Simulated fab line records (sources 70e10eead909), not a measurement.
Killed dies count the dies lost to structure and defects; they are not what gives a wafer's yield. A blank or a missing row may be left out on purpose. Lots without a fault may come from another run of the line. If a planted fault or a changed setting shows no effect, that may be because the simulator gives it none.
Which tool did it? ; flow nand_harc ; 24 lots with 72 wafers sampled at 3 steps, on a route of 1302 steps

== WHAT THE GAUGES SHOWED, per wafer ==
NHARC_A_WL_FILL_INSPECT_15. Usual: raw_defect_count reads 471 (standard deviation 150).
lot;measured;on;raw_defect_count;flag
L074;day 20 18:58;defect_inspect-02;425 461 345;
L075;day 21 13:16;defect_inspect-02;228 282 344;
L076;day 22 00:04;defect_inspect-02;344 429 373;
L077;day 22 13:52;defect_inspect-02;458 459 355;
L078;day 22 14:01;defect_inspect-02;473 827 525;
L080;day 23 06:57;defect_inspect-01;393 548 481;
L079;day 23 11:55;defect_inspect-02;456 410 352;
L081;day 24 15:29;defect_inspect-02;544 379 410;
L082;day 24 11:36;defect_inspect-02;331 326 273;
L085;day 25 12:04;defect_inspect-01;299 414 404;
L083;day 25 09:28;defect_inspect-01;333 481 335;
L084;day 25 12:07;defect_inspect-02;551 495 497;
L086;day 26 00:31;defect_inspect-02;327 337 279;
L088;day 26 18:37;defect_inspect-01;545 614 601;
L087;day 27 09:43;defect_inspect-01;446 384 432;
L090;day 27 15:44;defect_inspect-01;681 516 634;
L089;day 27 23:04;defect_inspect-02;673 500 646;
L092;day 28 14:46;defect_inspect-02;351 380 360;
L091;day 28 14:38;defect_inspect-01;572 542 606;
L093;day 29 07:11;defect_inspect-02;560 599 418;
L094;day 29 07:14;defect_inspect-02;443 457 247;
L095;day 29 20:09;defect_inspect-02;416 536 637;
L097;day 30 08:34;defect_inspect-01;544 722 639;
L096;day 30 08:35;defect_inspect-02;456 367 404;

== WHICH TOOL RAN EACH LOT (tool, then ch and the chambers of the sampled wafers, then the start) ==
lot;NHARC_A_WL_FILL_CVD_03;NHARC_A_WL_FILL_STRIP_27
L074;cvd_w-01 ch 0,1, day 20 02:14;plasma_asher-01 ch 0,1, day 20 02:59
L075;cvd_w-01 ch 0,1, day 20 17:01;plasma_asher-02 ch 0,1, day 20 17:44
L076;cvd_w-02 ch 0,1, day 21 06:25;plasma_asher-01 ch 0,1, day 21 07:11
L077;cvd_w-02 ch 0,1, day 21 18:20;plasma_asher-02 ch 0,1, day 21 19:03
L078;cvd_w-01 ch 0,1, day 21 22:59;plasma_asher-01 ch 0,1, day 21 23:50
L080;cvd_w-02 ch 0,1, day 22 13:12;plasma_asher-02 ch 0,1, day 22 13:57
L079;cvd_w-01 ch 0, day 22 17:04;plasma_asher-02 ch 0,1, day 22 17:49
L081;cvd_w-01 ch 1, day 23 17:28;plasma_asher-01 ch 0,1, day 23 18:32
L082;cvd_w-01 ch 1, day 23 18:11;plasma_asher-01 ch 0,1, day 23 19:09
L085;cvd_w-02 ch 0,1, day 24 13:47;plasma_asher-02 ch 0,1, day 24 14:38
L083;cvd_w-01 ch 0,1, day 24 13:52;plasma_asher-01 ch 0,1, day 24 14:34
L084;cvd_w-01 ch 0,1, day 24 17:28;plasma_asher-02 ch 0,1, day 24 18:13
L086;cvd_w-01 ch 0,1, day 25 05:00;plasma_asher-01 ch 0,1, day 25 05:51
L088;cvd_w-02 ch 0,1, day 25 21:39;plasma_asher-02 ch 0,1, day 25 22:25
L087;cvd_w-02 ch 0,1, day 26 13:10;plasma_asher-01 ch 0,1, day 26 13:49
L090;cvd_w-02 ch 0,1, day 26 22:51;plasma_asher-01 ch 0,1, day 26 23:36
L089;cvd_w-01 ch 0,1, day 27 04:30;plasma_asher-01 ch 0,1, day 27 05:31
L092;cvd_w-01 ch 0, day 27 20:23;plasma_asher-02 ch 0,1, day 27 21:10
L091;cvd_w-02 ch 0,1, day 27 20:38;plasma_asher-01 ch 0,1, day 27 21:20
L093;cvd_w-01 ch 1, day 28 14:11;plasma_asher-01 ch 0,1, day 28 15:05
L094;cvd_w-02 ch 0,1, day 28 14:19;plasma_asher-02 ch 0,1, day 28 15:02
L095;cvd_w-02 ch 0,1, day 29 00:05;plasma_asher-02 ch 0,1, day 29 00:51
L097;cvd_w-01 ch 1, day 29 15:32;plasma_asher-01 ch 1, day 29 16:22
L096;cvd_w-02 ch 0,1, day 29 15:34;plasma_asher-01 ch 0,1, day 29 16:16
- NHARC_A_WL_FILL_CVD_03: deposits W, target thk 40 nm, time 279 s.
- NHARC_A_WL_FILL_STRIP_27: strips in N2/H2, time 20 s.

== WHAT THE TOOLS THEMSELVES READ (means of the sampled wafers that have a number; where no wafer has one, the mark that the record gives instead) ==
NHARC_A_WL_FILL_CVD_03. Usual: heater_power_w 508 W, standard deviation 47; throttle_valve_pct 8.14 %, standard deviation 0.27.
lot;tool;heater_power_w (W);throttle_valve_pct (%);flag
L074;cvd_w-01;474;8.31;
L075;cvd_w-01;475;8.31;
L076;cvd_w-02;526;7.99;
L077;cvd_w-02;528;7.94;
L078;cvd_w-01;492;8.48;
L080;cvd_w-02;555;8.12;
L079;cvd_w-01;450;8.16;
L081;cvd_w-01;511;8.47;
L082;cvd_w-01;512;8.37;
L085;cvd_w-02;566;8.09;
L083;cvd_w-01;478;8.27;
L084;cvd_w-01;466;8.00;
L086;cvd_w-01;471;8.12;
L088;cvd_w-02;532;7.98;
L087;cvd_w-02;538;8.09;
L090;cvd_w-02;565;8.18;
L089;cvd_w-01;476;8.28;
L092;cvd_w-01;452;8.03;
L091;cvd_w-02;513;7.91;
L093;cvd_w-01;485;8.26;
L094;cvd_w-02;508;7.92;
L095;cvd_w-02;551;7.67;
L097;cvd_w-01;482;8.43;
L096;cvd_w-02;504;7.93;

NHARC_A_WL_FILL_STRIP_27. Usual: drypump_motor_current_A 5.8 A, standard deviation 0.54; heater_power_w 344 W, standard deviation 27.
lot;tool;drypump_motor_current_A (A);heater_power_w (W);flag
L074;plasma_asher-01;6.0;350;
L075;plasma_asher-02;5.4;318;
L076;plasma_asher-01;6.1;345;
L077;plasma_asher-02;5.4;319;
L078;plasma_asher-01;6.3;355;
L080;plasma_asher-02;5.4;321;
L079;plasma_asher-02;5.3;350;
L081;plasma_asher-01;6.3;363;
L082;plasma_asher-01;6.1;342;
L085;plasma_asher-02;5.4;321;
L083;plasma_asher-01;6.3;360;
L084;plasma_asher-02;5.3;343;
L086;plasma_asher-01;6.3;360;
L088;plasma_asher-02;5.3;345;
L087;plasma_asher-01;6.3;357;
L090;plasma_asher-01;6.3;363;
L089;plasma_asher-01;6.3;357;
L092;plasma_asher-02;5.3;342;
L091;plasma_asher-01;6.1;351;
L093;plasma_asher-01;6.1;345;
L094;plasma_asher-02;5.3;339;
L095;plasma_asher-02;5.4;324;
L097;plasma_asher-01;6.6;377;
L096;plasma_asher-01;6.3;355;

== THE ANSWER, worked out from the rows above alone ==
Rule: take the mean of a lot's wafers that have a number; if it is more than 3 standard deviations from the usual mean, the lot is off. Also off: a lot with no number at a reading for which 4 or more lots have one. The other lots that the step has rows for count as sound. After the gauges, taken in route order, come the tools' own readings; for these a lot's mean is taken, as printed above. The first step at which some lot is off is used, and at that step the reading that is off furthest; a lot without a number counts as furthest.
None of the lots is off at any reading shown; this tells nothing.

== WHAT THE SIMULATOR HAD INSERTED ==
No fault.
